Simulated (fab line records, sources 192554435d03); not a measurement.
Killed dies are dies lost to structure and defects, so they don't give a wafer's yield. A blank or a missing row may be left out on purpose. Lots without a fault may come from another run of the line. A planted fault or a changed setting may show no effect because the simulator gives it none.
fab line records | flow n5_finfet
record lots=9 wafers=27 last_day=20
route steps=1938 shown BEOL_M1@766 BEOL_M4@1111 PASSIVATION@1936
lots that met no fault: from a run of the same line without faults
start_h: hours from the record's first day to the start of the lot's first wafer shown | wait_h: hours since the lot's step before | " the same as in the row above | L1.1+2: a row that stands for several wafers | - no value, or no start given | * or withheld: withheld | < > ~ a bound
route shown NAME@n: a module of which the file shows steps, and the number in the route of the first | usual: mean/standard deviation of fault-free wafers | same: alike in all rows | chamber/n: place in a boat | sites: the reading at each site | _std_site: their standard deviation | _edge_site: outer sites' mean less inner sites' | radius_mm: how far each site lies from the wafer's centre | mask NAME#n: copy n | behind: the tool/chamber that last shaped the wafer | hold: why the lot was held/for how many hours/how that ended | device: the transistor (n, p or np) that didn't switch | end of line: the same wafers' tests at the end of the route | a step without rows: its recipe alone | killed: dies lost to structure and defects at the first sort, not the wafer's yield | map: a wafer's dies, x killed, . not, _ none there
set.NAME: the setting as run; set.NAME@STEP: as run at that earlier step | model.NAME: the simulator's own value behind a step, which no gauge read
steps of the route over a sample of lots; a table a step, a row a wafer
services: from which hour (start_h, from the record's first day; less than 0 if before it) a tool's chamber was out of use, for how many hours, and why
## steps
# step N5_BEOL_M1_INSPECT_13
# recipe mode=adi inspect_instrument=brightfield
# usual raw_defect_count=394/110
# columns lot.wafer tool chamber start_h wait_h raw_defect_count
L287.2 defect_inspect-01 - 122.81 0.0 391
L287.3 " - " " 396
L287.4 " - " " 509
L290.3 defect_inspect-01 - 144.13 0.0 360
L290.4 " - " " 353
L290.5 " - " " 387
L292.3 defect_inspect-02 - 153.89 0.0 523
L292.4 " - " " 524
L292.6 " - " " 639
L293.2 defect_inspect-01 - 154.15 0.0 293
L293.4 " - " " 217
L293.6 " - " " 257
L294.2 defect_inspect-01 - 165.70 0.0 448
L294.3 " - " " 399
L294.5 " - " " 427
L302.1 defect_inspect-02 - 214.04 0.1 464
L302.3 " - " " 339
L302.4 " - " " 389
L304.3 defect_inspect-01 - 226.25 0.0 261
L304.4 " - " " 255
L304.5 " - " " 250
L306.3 defect_inspect-01 - 237.23 0.0 356
L306.5 " - " " 324
L306.6 " - " " 404
L310.3 defect_inspect-02 - 259.26 0.0 602
L310.5 " - " " 703
L310.6 " - " " 765
# step N5_BEOL_M1_ETCH_74
# recipe chemistry=N2/H2 target=underlayer target_depth_a=65 mask_material=CAR-EUV time_s=5.2 ion_energy_ev=200 pressure_mtorr=30 source_w=840 bias_w=150 n2_flow_sccm=200 h2_flow_sccm=200 ends=cleared
# usual bias_w=150.0/0.44 drypump_motor_current_A=5.5/0.52 etch_rf_on_time_s=5.13/0.11 n2_flow_sccm=200.0/0.59 oes_product_au=0.69/0.065 rf_vpp_V=523.9/2.8 showerhead_plenum_p_Torr=2.55/0.095 throttle_valve_pct=17.90/0.22
# columns lot.wafer tool chamber start_h wait_h bias_w drypump_motor_current_A etch_rf_on_time_s n2_flow_sccm oes_product_au rf_hours_counter_h rf_vpp_V showerhead_plenum_p_Torr throttle_valve_pct
L287.2 rie_diel-04 3 122.87 0.0 149.8 5.8 5.18 199.2 0.62 206 524.8 2.53 18.20
L287.3 " 1 " " 149.3 5.8 5.17 200.2 0.75 40 520.9 2.48 17.85
L287.4 " 0 " " 150.2 5.8 5.26 200.7 0.59 201 522.9 2.53 18.19
L290.3 rie_diel-05 3 144.20 0.0 149.9 5.0 5.17 200.8 0.76 31 520.9 2.48 17.74
L290.4 " 1 " " 150.5 5.9 5.09 199.5 0.77 40 527.4 2.70 18.11
L290.5 " 3 " " 150.1 5.0 5.12 200.1 0.75 - 522.3 2.48 17.75
L292.3 rie_diel-05 3 153.95 0.0 150.0 5.0 5.07 200.8 0.76 33 523.5 2.48 17.71
L292.4 " 0 " " 150.0 4.8 5.14 200.3 0.63 185 526.4 2.66 18.10
L292.6 " 1 " " 149.4 5.9 5.06 200.9 0.78 - 530.2 2.70 18.11
L293.2 rie_diel-05 0 154.22 0.0 150.5 4.7 5.15 199.3 0.62 185 522.9 2.66 18.07
L293.4 " 1 " " 149.5 5.9 5.04 200.1 0.77 43 528.3 2.70 18.11
L293.6 " 3 " " 150.0 5.0 5.06 200.3 0.75 - 522.7 2.48 17.70
L294.2 rie_diel-05 0 165.77 0.0 149.7 4.7 5.17 200.8 0.62 189 526.0 2.65 18.10
L294.3 " 3 " " 150.4 5.0 5.09 200.0 0.74 37 521.9 2.48 17.75
L294.5 " 0 " " 150.4 4.7 5.24 199.7 0.61 - 527.4 2.65 18.10
L302.1 rie_diel-05 1 214.11 0.0 160.2 5.9 4.91 199.4 0.77 60 550.2 2.69 18.14
L302.3 " 2 " " 160.9 5.5 4.86 201.2 0.67 148 544.3 2.42 17.71
L302.4 " 3 " " 160.7 5.0 4.91 200.8 0.75 50 545.2 2.47 17.75
L304.3 rie_diel-05 0 226.41 0.0 160.4 4.7 5.07 200.2 0.60 207 548.1 2.65 18.11
L304.4 " 1 " " 160.3 5.9 4.93 199.9 0.75 64 550.0 2.69 18.16
L304.5 " 3 " " 160.1 5.0 4.97 199.9 0.74 - 548.1 2.47 17.76
L306.3 rie_diel-01 1 237.30 0.0 150.1 6.1 4.88 200.5 0.62 220 523.3 2.61 17.91
L306.5 " 3 " " 151.2 6.4 5.24 200.3 0.75 - 522.2 2.47 17.74
L306.6 " 0 " " 150.6 6.1 5.02 200.9 0.82 - 523.3 2.62 18.04
L310.3 rie_diel-01 1 260.26 0.0 149.7 6.2 4.85 199.4 0.61 223 525.6 2.61 17.89
L310.5 " 0 " " 150.0 6.1 5.02 199.9 0.77 - 524.6 2.62 18.02
L310.6 " 1 " " 150.1 6.2 4.85 200.1 0.61 - 524.6 2.61 17.89
# step N5_BEOL_M1_STRIP_66
# recipe chemistry=CF4 resist=SiARC power_w=300 bias_power_w=75 pressure_mtorr=50 cf4_flow_sccm=150 rf_frequency_hz=6e+07
# usual drypump_motor_current_A=5.5/0.53 oes_product_au=0.79/0.075 power_w=299.9/0.92 rf_vpp_V=271.4/1.5 showerhead_plenum_p_Torr=1.80/0.059 throttle_valve_pct=13.63/0.2
# columns lot.wafer tool chamber start_h wait_h drypump_motor_current_A oes_product_au power_w rf_hours_counter_h rf_vpp_V showerhead_plenum_p_Torr throttle_valve_pct
L287.2 rie_diel-04 3 123.05 0.0 5.8 0.72 301.3 206 271.2 1.79 14.04
L287.3 " 1 " " 5.7 0.88 299.3 40 270.7 1.75 13.44
L287.4 " 0 " " 5.8 0.70 299.9 202 271.0 1.79 13.90
L290.3 rie_diel-05 3 144.37 0.0 4.9 0.87 299.2 31 268.2 1.76 13.35
L290.4 " 1 " " 5.8 0.88 299.5 40 273.9 1.90 13.64
L290.5 " 3 " " 5.0 0.87 300.5 - 270.4 1.76 13.36
L292.3 rie_diel-05 3 154.12 0.0 4.9 0.86 299.9 33 270.6 1.76 13.38
L292.4 " 0 " " 4.7 0.71 299.1 185 273.2 1.86 13.82
L292.6 " 1 " " 5.9 0.88 299.7 - 273.3 1.90 13.65
L293.2 rie_diel-05 0 154.39 0.0 4.7 0.72 300.4 185 273.9 1.86 13.83
L293.4 " 1 " " 5.9 0.87 298.6 43 273.1 1.90 13.65
L293.6 " 3 " " 5.0 0.87 300.3 - 270.4 1.76 13.37
L294.2 rie_diel-05 0 165.94 0.0 4.7 0.72 300.1 189 271.8 1.86 13.85
L294.3 " 3 " " 5.0 0.86 300.5 37 270.5 1.76 13.37
L294.5 " 0 " " 4.7 0.72 299.8 - 271.0 1.86 13.85
L302.1 rie_diel-05 1 214.28 0.0 5.9 0.86 299.1 60 274.8 1.89 13.67
L302.3 " 2 " " 5.5 0.74 298.6 148 270.1 1.73 13.61
L302.4 " 3 " " 5.0 0.84 299.7 50 271.4 1.75 13.40
L304.3 rie_diel-05 0 226.58 0.0 4.7 0.70 299.7 207 273.3 1.86 13.86
L304.4 " 1 " " 5.9 0.85 299.6 64 273.2 1.89 13.70
L304.5 " 3 " " 5.0 0.84 300.2 - 269.4 1.75 13.42
L306.3 rie_diel-01 1 237.47 0.0 6.2 0.69 300.5 220 273.7 1.84 13.66
L306.5 " 3 " " 6.4 0.86 300.4 - 270.3 1.75 13.53
L306.6 " 0 " " 6.1 0.92 302.0 - 273.1 1.85 13.62
L310.3 rie_diel-01 1 260.43 0.0 6.1 0.69 299.6 224 273.1 1.84 13.66
L310.5 " 0 " " 6.1 0.90 300.4 - 272.4 1.85 13.63
L310.6 " 1 " " 6.2 0.68 298.9 - 273.2 1.84 13.67
# step N5_BEOL_M1_HM_OPEN_17
# recipe chemistry=Cl2/BCl3 target_depth_a=200 overetch_a=60 target=TiN mask_material=SOC ion_energy_ev=150 pressure_mtorr=10 icp_w=1000 bias_w=126 Cl2_flow_sccm=53.25 bcl3_flow_sccm=21.75 Ar_flow_sccm=25
# usual bias_w=126.1/0.35 drypump_motor_current_A=5.6/0.58 oes_product_au=0.65/0.091 throttle_valve_pct=22.08/0.19
# columns lot.wafer tool chamber start_h wait_h bias_w drypump_motor_current_A oes_product_au rf_hours_counter_h throttle_valve_pct
L287.2 rie_metal-01 0 123.09 0.0 125.7 5.0 0.73 17 22.05
L287.3 " 1 " " 126.1 5.6 0.71 - 21.79
L287.4 " 0 " " 125.9 5.0 0.75 - 22.03
L290.3 rie_metal-02 1 144.44 0.1 125.9 6.4 0.80 - 22.21
L290.4 " 0 " " 126.6 4.8 0.53 - 21.98
L290.5 " 0 " " 125.7 4.8 0.54 - 21.97
L292.3 rie_metal-02 1 154.20 0.1 126.3 6.4 0.77 - 22.23
L292.4 " 0 " " 126.1 4.8 0.52 - 22.02
L292.6 " 1 " " 125.9 6.4 0.77 - 22.23
L293.2 rie_metal-01 0 154.43 0.0 126.3 5.0 0.74 21 22.05
L293.4 " 1 " " 126.2 5.7 0.69 - 21.76
L293.6 " 1 " " 126.3 5.6 0.69 - 21.79
L294.2 rie_metal-03 1 166.01 0.1 126.0 6.0 0.55 - 21.99
L294.3 " 1 " " 126.0 6.0 0.56 - 21.96
L294.5 " 1 " " 126.6 6.0 0.56 - 21.97
L302.1 rie_metal-02 1 214.32 0.0 125.7 6.4 0.75 17 22.24
L302.3 " 1 " " 125.8 6.3 0.75 - 22.26
L302.4 " 0 " " 125.6 4.9 0.52 - 22.01
L304.3 rie_metal-02 1 226.66 0.1 126.0 6.3 0.75 - 22.23
L304.4 " 0 " " 125.9 4.9 0.52 - 21.99
L304.5 " 0 " " 126.2 4.9 0.52 - 22.01
L306.3 rie_metal-02 0 237.54 0.1 125.4 4.9 0.52 - 22.00
L306.5 " 0 " " 125.8 4.8 0.52 - 22.01
L306.6 " 1 " " 126.3 6.4 0.75 - 22.24
L310.3 rie_metal-02 1 260.53 0.1 126.4 6.4 0.73 - 22.25
L310.5 " 1 " " 126.4 6.4 0.72 - 22.25
L310.6 " 1 " " 126.4 6.4 0.73 - 22.28
# step N5_BEOL_M4_RC_MEAS_101
# usual DIBL_N=36.3/1.6 DIBL_P=36.4/2.1 IOFF_N=0.16/0.032 IOFF_P=0.22/0.044 ION_N=675/12 ION_P=463/8.3 SS_N=71.6/0.64 SS_P=73.3/0.67 VT_N=250/3.3 VT_P=-250/3.7
# columns lot.wafer tool chamber start_h wait_h DIBL_N[mV/V] DIBL_P[mV/V] IOFF_N[nA/um] IOFF_P[nA/um] ION_N[uA/um] ION_P[uA/um] SS_N[mV/dec] SS_P[mV/dec] VT_N[mV] VT_P[mV]
L287.2 prober-01 0 221.38 0.2 33.9 34.4 0.12 0.18 664 454 70.7 72.0 254 -252
L287.3 " 0 " " 35.8 36.6 0.16 0.21 683 466 71.1 72.7 250 -253
L287.4 " 0 " " 33.8 33.3 0.12 0.17 663 460 71.6 72.3 252 -254
L290.3 prober-02 0 226.43 0.3 38.8 38.2 0.18 0.23 684 466 71.7 73.9 252 -247
L290.4 " 0 " " 35.0 33.1 0.12 0.16 666 455 70.6 73.1 256 -255
L290.5 " 0 " " 36.4 35.1 0.15 0.20 686 464 71.9 73.5 251 -251
L293.2 prober-01 0 231.91 0.2 35.5 36.4 0.16 0.22 679 465 71.4 73.5 248 -251
L293.4 " 0 " " 35.7 36.0 0.15 0.21 668 457 71.8 72.9 251 -248
L293.6 " 0 " " 34.7 34.5 0.13 0.18 663 451 71.7 73.5 253 -250
L292.3 prober-02 0 232.50 0.3 36.3 35.5 0.15 0.19 674 463 70.6 73.7 251 -251
L292.4 " 0 " " 35.1 33.6 0.13 0.17 667 462 70.5 73.0 250 -252
L292.6 " 0 " " 37.4 36.4 0.18 0.21 694 471 71.2 72.5 246 -254
L294.2 prober-01 0 252.46 0.2 36.8 38.9 0.19 0.26 690 472 71.3 74.1 249 -248
L294.3 " 0 " " 36.9 38.7 0.19 0.26 682 471 71.8 73.6 249 -248
L294.5 " 0 " " 37.2 40.1 0.20 0.29 697 486 71.9 74.9 247 -245
L302.1 prober-02 0 306.11 0.7 34.7 35.1 0.14 0.20 663 458 71.4 73.7 253 -253
L302.3 " 0 " " 33.1 33.9 0.11 0.18 651 457 71.3 73.1 257 -252
L302.4 " 0 " " 35.3 35.8 0.15 0.20 668 462 71.0 74.1 251 -251
L304.3 prober-01 0 308.73 0.3 38.0 37.5 0.20 0.26 699 471 72.3 74.3 246 -244
L304.4 " 0 " " 33.7 32.2 0.12 0.17 654 452 70.6 72.7 253 -250
L304.5 " 0 " " 34.7 33.5 0.13 0.18 674 461 71.4 74.0 251 -251
L306.3 prober-02 0 317.36 0.3 34.3 32.5 0.10 0.13 642 435 70.7 72.8 257 -258
L306.5 " 0 " " 34.8 33.8 0.12 0.14 676 460 71.0 73.8 253 -256
L306.6 " 0 " " 33.7 31.3 0.09 0.12 651 442 70.2 71.9 258 -259
L310.3 prober-01 0 381.41 0.3 35.7 34.9 0.15 0.21 665 459 71.9 72.9 250 -250
L310.5 " 0 " " 37.1 36.6 0.17 0.23 670 462 72.6 73.0 248 -248
L310.6 " 0 " " 35.8 35.0 0.15 0.21 680 463 72.4 72.9 253 -251
# step N5_PASSIVATION_PROBE_49
# usual defect_limited_yield=91.4/1.2 killed_at_M0_to_M3=35/11 killed_at_M4_up=14/6 killed_at_contacts=12/6.7 killed_at_front_end=37/9.7 killed_at_other=3.5/2.5 killed_dies=102/15 killed_open=67/12 killed_short=33/7.3 sort_bin_5_function=5.1/0.81 sort_bin_6_memory=3.2/0.65 sort_bin_8_speed=0.00/0.021 sort_n_pass=1078/15 sort_yield_pct=91.4/1.2
# same gross_dies=1180 killed_at_back_side=0 sort_bin_4_leakage[%]=0
# columns lot.wafer tool chamber start_h wait_h defect_limited_yield[%] killed_at_M0_to_M3 killed_at_M4_up killed_at_contacts killed_at_front_end killed_at_other killed_dies killed_open killed_short sort_bin_5_function[%] sort_bin_6_memory[%] sort_bin_8_speed[%] sort_n_pass sort_yield_pct[%]
L287.2 prober-02 - 343.94 0.1 91.7 25 36 11 25 1 98 68 26 4.2 3.8 0 1082 91.7
L287.3 prober-02 - 343.99 0.1 93.8 21 21 8 20 3 73 46 23 3.8 1.8 0 1107 93.8
L287.4 prober-02 - 344.04 0.2 91.2 53 13 16 19 3 104 66 36 5.2 3.3 0 1076 91.2
L292.3 prober-01 - 345.56 0.1 90.6 38 13 8 47 5 111 70 40 5.0 4.1 0 1069 90.6
L292.4 prober-01 - 345.61 0.2 90.5 47 3 3 53 6 112 68 44 5.2 3.5 0 1068 90.5
L292.6 prober-01 - 345.71 0.3 92.1 24 13 6 41 9 93 56 35 4.8 3.1 0 1087 92.1
L290.3 prober-01 - 353.66 0.1 93.7 9 14 3 44 4 74 52 22 3.4 2.6 0 1106 93.7
L290.4 prober-01 - 353.71 0.2 91.6 32 15 13 35 4 99 65 31 5.3 3.1 0 1081 91.6
L290.5 prober-01 - 353.76 0.2 92.7 27 11 10 37 1 86 49 36 4.2 2.9 0 1094 92.7
L293.2 prober-01 - 354.99 0.1 90.8 34 18 5 47 5 109 77 32 5.5 3.7 0 1071 90.8
L293.4 prober-01 - 355.09 0.2 91.7 32 11 14 39 2 98 73 24 5.1 3.0 0 1082 91.7
L293.6 prober-01 - 355.19 0.3 91.9 33 22 4 36 1 96 63 31 4.6 3.1 0 1084 91.9
L294.2 prober-01 - 359.78 0.1 90.2 46 13 15 38 4 116 75 40 6.1 3.1 0 1064 90.2
L294.3 prober-01 - 359.83 0.1 91.4 35 13 15 38 1 102 60 42 5.5 2.5 0 1078 91.4
L294.5 prober-01 - 359.93 0.2 93.5 23 10 2 35 7 77 49 28 3.9 2.5 0 1103 93.5
L304.3 prober-01 - 414.80 0.1 89.2 51 3 11 57 5 127 84 42 6.1 4.3 0 1053 89.2
L304.4 prober-01 - 414.85 0.2 88.5 49 17 10 59 1 136 87 48 7.1 4.0 0 1044 88.5
L304.5 prober-01 - 414.90 0.2 89.9 46 13 16 43 1 119 70 41 5.8 3.2 0 1061 89.9
L302.1 prober-01 - 416.27 0.0 92.0 37 5 21 23 8 94 55 38 4.2 3.2 0 1086 92.0
L302.3 prober-01 - 416.37 0.1 92.0 27 10 9 39 9 94 57 37 4.0 3.7 0 1086 92.0
L302.4 prober-01 - 416.42 0.2 91.2 34 16 8 35 11 104 69 35 5.4 3.4 0 1076 91.2
L306.3 prober-01 - 430.15 0.1 92.5 26 15 15 31 1 88 59 27 4.3 2.6 0.25 1089 92.3
L306.5 prober-01 - 430.25 0.2 90.8 28 13 13 51 3 108 82 25 5.6 3.3 0 1072 90.8
L306.6 prober-01 - 430.30 0.3 93.4 29 13 5 31 0 78 54 24 3.7 2.8 0 1102 93.4
L310.3 prober-02 - 476.05 0.1 90.5 35 15 10 51 1 112 79 30 5.1 4.1 0 1068 90.5
L310.5 prober-02 - 476.15 0.2 91.9 29 11 10 44 1 95 60 33 4.9 3.0 0 1085 91.9
L310.6 prober-02 - 476.20 0.3 90.2 40 11 18 45 2 116 82 33 5.8 3.8 0 1064 90.2
# killed by level:class
L287.2 BEOL_M4:geometric_particle:open=18 MOL_CONTACT_COAG:geometric_particle:open=10 STI_FIN_REVEAL:geometric_particle:open=9 BEOL_M0_SAQP:geometric_particle:short=6 BEOL_M0_SAQP:geometric_particle:open=6 BEOL_M4:geometric_particle:short=6 BEOL_M2:geometric_particle:open=5 BEOL_M3:geometric_particle:open=5
L287.3 BEOL_M4:geometric_particle:open=10 BEOL_M0_SAQP:geometric_particle:short=6 BEOL_M0_SAQP:geometric_particle:open=6 STI_FIN_REVEAL:geometric_particle:open=5 MOL_CONTACT_COAG:geometric_particle:short=4 MOL_CONTACT_COAG:geometric_particle:open=4 STI_FIN_REVEAL:geometric_particle:short=3 BEOL_M2:geometric_particle:open=3
L287.4 BEOL_M0_SAQP:geometric_particle:short=16 MOL_CONTACT_COAG:geometric_particle:open=12 BEOL_M2:geometric_particle:open=12 BEOL_M0_SAQP:geometric_particle:open=11 BEOL_M4:geometric_particle:open=6 DUMMY_GATE:geometric_particle:open=5 BEOL_M1:geometric_particle:open=5 MOL_CONTACT_COAG:geometric_particle:short=4
L292.3 FIN_SAQP:geometric_particle:open=10 STI_FIN_REVEAL:geometric_particle:open=10 BEOL_M2:geometric_particle:open=10 MOL_CONTACT_COAG:geometric_particle:open=7 BEOL_M0_SAQP:geometric_particle:open=6 BEOL_M3:geometric_particle:open=6 BEOL_M4:geometric_particle:short=5 FIN_SAQP:geometric_particle:short=4
L292.4 STI_FIN_REVEAL:geometric_particle:open=20 BEOL_M0_SAQP:geometric_particle:open=11 BEOL_M0_SAQP:geometric_particle:short=10 FIN_SAQP:geometric_particle:open=9 BEOL_M3:geometric_particle:open=9 BEOL_M3:geometric_particle:short=7 FIN_SAQP:geometric_particle:short=6 BEOL_M2:geometric_particle:open=5
L292.6 STI_FIN_REVEAL:geometric_particle:open=9 FIN_SAQP:geometric_particle:open=8 BEOL_M0_SAQP:geometric_particle:short=8 FIN_SAQP:geometric_particle:short=7 MOL_CONTACT_COAG:geometric_particle:open=5 BEOL_M2:geometric_particle:open=5 BEOL_M3:geometric_particle:open=5 STI_FIN_REVEAL:geometric_particle:short=4
L290.3 FIN_SAQP:geometric_particle:open=14 STI_FIN_REVEAL:geometric_particle:open=7 BEOL_M4:geometric_particle:open=7 FIN_SAQP:geometric_particle:short=6 STARTING-WAFER:geometric_particle:open=4 ILD0:geometric_particle:open=3 BEOL_M0_SAQP:geometric_particle:open=3 ILD0:geometric_particle:short=2
L290.4 FIN_SAQP:geometric_particle:open=14 BEOL_M3:geometric_particle:open=11 MOL_CONTACT_COAG:geometric_particle:open=9 BEOL_M2:geometric_particle:open=6 GATE_CUT:geometric_particle:short=5 BEOL_M0_SAQP:geometric_particle:short=5 BEOL_M4:geometric_particle:open=5 MOL_CONTACT_COAG:geometric_particle:short=4
L290.5 FIN_SAQP:geometric_particle:short=9 MOL_CONTACT_COAG:geometric_particle:open=9 BEOL_M0_SAQP:geometric_particle:short=8 GATE_CUT:geometric_particle:short=7 BEOL_M2:geometric_particle:open=6 FIN_SAQP:geometric_particle:open=5 STI_FIN_REVEAL:geometric_particle:open=5 ILD0:geometric_particle:short=3
L293.2 FIN_SAQP:geometric_particle:open=15 BEOL_M4:geometric_particle:open=12 STI_FIN_REVEAL:geometric_particle:open=11 FIN_SAQP:geometric_particle:short=8 BEOL_M3:geometric_particle:open=8 BEOL_M0_SAQP:geometric_particle:short=7 GATE_CUT:geometric_particle:short=5 MOL_CONTACT_COAG:geometric_particle:open=5
L293.4 MOL_CONTACT_COAG:geometric_particle:open=13 BEOL_M3:geometric_particle:open=11 DUMMY_GATE:geometric_particle:open=7 BEOL_M0_SAQP:geometric_particle:open=7 STARTING-WAFER:geometric_particle:open=7 BEOL_M4:geometric_particle:open=5 FIN_SAQP:geometric_particle:open=4 GATE_CUT:geometric_particle:short=4
L293.6 BEOL_M4:geometric_particle:open=14 BEOL_M0_SAQP:geometric_particle:open=13 BEOL_M0_SAQP:geometric_particle:short=12 STI_FIN_REVEAL:geometric_particle:open=8 FIN_SAQP:geometric_particle:open=5 GATE_CUT:geometric_particle:short=5 FIN_SAQP:geometric_particle:short=4 MOL_CONTACT_COAG:geometric_particle:open=4
L294.2 MOL_CONTACT_COAG:geometric_particle:open=14 FIN_SAQP:geometric_particle:open=11 BEOL_M0_SAQP:geometric_particle:short=11 BEOL_M0_SAQP:geometric_particle:open=10 FIN_SAQP:geometric_particle:short=8 BEOL_M1:geometric_particle:short=7 BEOL_M4:geometric_particle:open=7 BEOL_M1:geometric_particle:open=6
L294.3 MOL_CONTACT_COAG:geometric_particle:open=11 FIN_SAQP:geometric_particle:short=9 BEOL_M0_SAQP:geometric_particle:short=8 DUMMY_GATE:geometric_particle:open=7 BEOL_M1:geometric_particle:open=7 GATE_CUT:geometric_particle:short=6 BEOL_M2:geometric_particle:open=6 GATE_CUT:geometric_particle:open=5
L294.5 FIN_SAQP:geometric_particle:open=11 GATE_CUT:geometric_particle:short=9 BEOL_M2:geometric_particle:open=6 BEOL_M0_SAQP:geometric_particle:open=5 STI_FIN_REVEAL:geometric_particle:open=3 DUMMY_GATE:geometric_particle:open=3 BEOL_M1:geometric_particle:open=3 BEOL_M4:geometric_particle:open=3
L304.3 BEOL_M3:geometric_particle:open=19 FIN_SAQP:geometric_particle:open=11 BEOL_M0_SAQP:geometric_particle:short=11 BEOL_M0_SAQP:geometric_particle:open=10 GATE_CUT:geometric_particle:short=9 STI_FIN_REVEAL:geometric_particle:open=9 MOL_CONTACT_COAG:geometric_particle:open=9 FIN_SAQP:geometric_particle:short=7
L304.4 STI_FIN_REVEAL:geometric_particle:open=18 BEOL_M3:geometric_particle:open=14 FIN_SAQP:geometric_particle:short=12 BEOL_M2:geometric_particle:open=11 BEOL_M0_SAQP:geometric_particle:open=9 BEOL_M0_SAQP:geometric_particle:short=8 BEOL_M4:geometric_particle:open=8 FIN_SAQP:geometric_particle:open=6
L304.5 BEOL_M0_SAQP:geometric_particle:open=13 MOL_CONTACT_COAG:geometric_particle:open=12 BEOL_M0_SAQP:geometric_particle:short=11 FIN_SAQP:geometric_particle:open=10 BEOL_M4:geometric_particle:open=9 BEOL_M3:geometric_particle:open=7 FIN_SAQP:geometric_particle:short=6 BEOL_M2:geometric_particle:open=6
L302.1 MOL_CONTACT_COAG:geometric_particle:open=15 BEOL_M0_SAQP:geometric_particle:open=13 BEOL_M0_SAQP:geometric_particle:short=11 STARTING-WAFER:geometric_particle:short=7 MOL_CONTACT_COAG:geometric_particle:short=6 FIN_SAQP:geometric_particle:open=4 STI_FIN_REVEAL:geometric_particle:open=3 BEOL_M0:geometric_particle:open=3
L302.3 STI_FIN_REVEAL:geometric_particle:open=11 BEOL_M3:geometric_particle:open=10 FIN_SAQP:geometric_particle:open=7 BEOL_M0_SAQP:geometric_particle:short=6 BEOL_M4:geometric_particle:open=6 STARTING-WAFER:geometric_particle:short=6 FIN_SAQP:geometric_particle:short=5 MOL_CONTACT_COAG:geometric_particle:open=5
L302.4 BEOL_M0_SAQP:geometric_particle:open=13 STI_FIN_REVEAL:geometric_particle:open=11 BEOL_M0_SAQP:geometric_particle:short=8 MOL_CONTACT_COAG:geometric_particle:open=7 BEOL_M4:geometric_particle:open=6 FIN_SAQP:geometric_particle:short=5 FIN_SAQP:geometric_particle:open=5 DUMMY_GATE:geometric_particle:open=5
L306.3 MOL_CONTACT_COAG:geometric_particle:open=13 BEOL_M3:geometric_particle:open=7 BEOL_M2:geometric_particle:open=6 FIN_SAQP:geometric_particle:short=5 DUMMY_GATE:geometric_particle:open=4 ILD0:geometric_particle:open=4 BEOL_M1:geometric_particle:open=4 BEOL_M4:geometric_particle:open=4
L306.5 MOL_CONTACT_COAG:geometric_particle:open=12 BEOL_M0_SAQP:geometric_particle:open=12 STI_FIN_REVEAL:geometric_particle:open=9 DUMMY_GATE:geometric_particle:open=9 STARTING-WAFER:geometric_particle:open=7 GATE_CUT:geometric_particle:open=6 FIN_SAQP:geometric_particle:short=4 GATE_CUT:geometric_particle:short=4
L306.6 BEOL_M1:geometric_particle:open=9 DUMMY_GATE:geometric_particle:open=5 BEOL_M0_SAQP:geometric_particle:open=5 BEOL_M3:geometric_particle:open=5 STI_FIN_REVEAL:geometric_particle:open=4 GATE_CUT:geometric_particle:short=4 MOL_CONTACT_COAG:geometric_particle:open=4 BEOL_M1:geometric_particle:short=4
L310.3 STI_FIN_REVEAL:geometric_particle:open=19 BEOL_M1:geometric_particle:open=12 MOL_CONTACT_COAG:geometric_particle:open=10 STI_FIN_REVEAL:geometric_particle:short=7 BEOL_M2:geometric_particle:open=7 FIN_SAQP:geometric_particle:open=6 BEOL_M4:geometric_particle:open=5 FIN_SAQP:geometric_particle:short=4
L310.5 BEOL_M2:geometric_particle:open=13 FIN_SAQP:geometric_particle:short=10 STI_FIN_REVEAL:geometric_particle:open=10 MOL_CONTACT_COAG:geometric_particle:open=6 FIN_SAQP:geometric_particle:open=5 DUMMY_GATE:geometric_particle:open=5 MOL_CONTACT_COAG:geometric_particle:short=4 BEOL_M3:geometric_particle:open=3
L310.6 BEOL_M0_SAQP:geometric_particle:open=19 MOL_CONTACT_COAG:geometric_particle:open=15 FIN_SAQP:geometric_particle:open=8 STI_FIN_REVEAL:geometric_particle:open=8 BEOL_M0_SAQP:geometric_particle:short=7 BEOL_M1:geometric_particle:open=6 BEOL_M4:geometric_particle:open=6 FIN_SAQP:geometric_particle:short=4
## services
# columns tool chamber start_h hours kind
rie_diel-04 2 105.37 13.3 repair
rie_diel-01 0 117.38 36.7 repair
rie_metal-03 - 132.29 15.6 pm
rie_metal-03 0 148.66 21.8 repair
rie_diel-01 3 160.50 4.9 repair
rie_diel-01 0 198.60 - clean
rie_diel-01 0 198.60 - consumable_replace:focus_ring
rie_diel-01 0 198.60 23.9 scheduled_down
rie_diel-01 0 198.60 23.9 vent_cycle
rie_metal-02 1 199.28 6.9 repair
rie_diel-04 2 222.58 4.9 repair
rie_diel-05 - 223.92 0.2 repair
rie_diel-01 - 240.37 5.9 repair
rie_metal-02 0 244.00 - clean
rie_metal-02 0 244.00 18.0 scheduled_down
rie_metal-02 0 244.00 18.0 vent_cycle
rie_diel-01 2 252.91 26.0 repair
rie_diel-01 - 253.32 6.4 repair
## key
first_sign step=N5_BEOL_M1_ETCH_74 reading=bias_w direction=up sigmas=24 usual=* struck=*
effect step=N5_BEOL_M1_ETCH_74 reading=rf_vpp_V direction=up sigmas=8.5 usual=523.9 struck=547.7
met_at N5_BEOL_M1_ETCH_74
struck_lots L302,L304
not_acting_at N5_BEOL_M1_INSPECT_13,N5_BEOL_M1_STRIP_66,N5_BEOL_M1_HM_OPEN_17
onset_between 165.77 214.11
fault kind=process_parameter_drift tool=rie_diel-05 chamber=- onset_h=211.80 steps=N5_BEOL_M1_ETCH_74 channel=bias_w offset=* shape=step end_h=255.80 acts_in=* stated=*
